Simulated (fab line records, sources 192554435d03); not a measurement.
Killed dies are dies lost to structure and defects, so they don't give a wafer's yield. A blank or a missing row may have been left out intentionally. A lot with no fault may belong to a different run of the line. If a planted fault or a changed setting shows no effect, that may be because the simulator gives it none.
8D (eight disciplines) problem report, filled in by code + flow n5_finfet + the parts of the form that need people (team, actions taken, sign-off) are left out

== 1. WHAT WENT WRONG ==
At N5_BEOL_M10_COAT_60, spin_speed_rpm averages 1465.6 rpm over 6 wafers from 2 lots, while fault-free wafers read 1500.1 rpm, standard deviation 0.98. That puts it -35 standard deviations away from the usual mean.
The step: time 60 s, resist thk 30 nm.
The first sign was on wafer L613.1 at day 12 03:55, on litho_track-05. At this step, 31 wafers from 11 lots have a number in the record. The rule behind "out" and "out of limits": a value lying over 4 standard deviations away from the usual mean. All remaining wafers that have a number are taken as sound.

== 2. WHAT IT IS; WHAT IT IS NOT ==
| question                    | is                     | is not                                                                                       |
|-----------------------------|------------------------|----------------------------------------------------------------------------------------------|
| which readings at this step | spin_speed_rpm         | -                                                                                            |
| which lots                  | L609, L613             | L606, L607, L610, L612, L621, L624, L626, L627, L628                                         |
| which wafers of those lots  | all that have a number | -                                                                                            |
| read on which tools         | litho_track-05         | litho_track-01, litho_track-03                                                               |
| when                        | from day 12 03:55      | up to then (11 sound wafers); but 14 sound wafers of L621, L624, L626, L627, L628 came after |

== 3. WHAT RULES OUT EACH SUSPECT ==
Counting: any tool at a process step up to the reading is kept as a suspect provided that every lot that is out went through it and no sound lot did after the first of them.
- litho_track-05 at N5_BEOL_M10_COAT_60 (time 60 s, resist thk 30 nm): ruled out as a lasting fault. The sound lots L624, L626, L628 went through it after L613, its earliest lot that is out (day 12 03:55).
Left after counting: nothing in the record.

== 4. THE CAUSE (what the simulator had put in) ==
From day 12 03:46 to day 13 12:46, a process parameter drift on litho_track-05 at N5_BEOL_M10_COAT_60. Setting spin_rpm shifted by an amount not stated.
Counting ruled it out, wrongly.

== 5. SEQUENCE OF EFFECTS, ordered by route ==
Each row: a reading whose mean over the struck wafers that have a number lies more than 3 standard deviations from the usual. Scope: only readings with a usual standard deviation given in the record; hours: median across lots of the time from each lot's start at the first step in this table that gives one to its start at this step; sigmas: change in usual standard deviations.
| hours | step                | reading        | usual      | on struck wafers | change | sigmas |
|-------|---------------------|----------------|------------|------------------|--------|--------|
| 0     | N5_BEOL_M10_COAT_60 | spin_speed_rpm | 1500.1 rpm | 1465.6           | -34.5  | -35    |
It contains these process steps:
- N5_BEOL_M10_COAT_60: time 60 s, resist thk 30 nm.
At these later measuring or inspecting steps, every struck wafer for which the step has a row has a number for every such reading, and none has moved that far: N5_BEOL_M10_INSPECT_13.

== 6. HOW IT WOULD HAVE BEEN CAUGHT EARLIER ==
In this record the first reading out of limits was taken at day 12 03:55, 0 hours after the fault began at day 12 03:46.
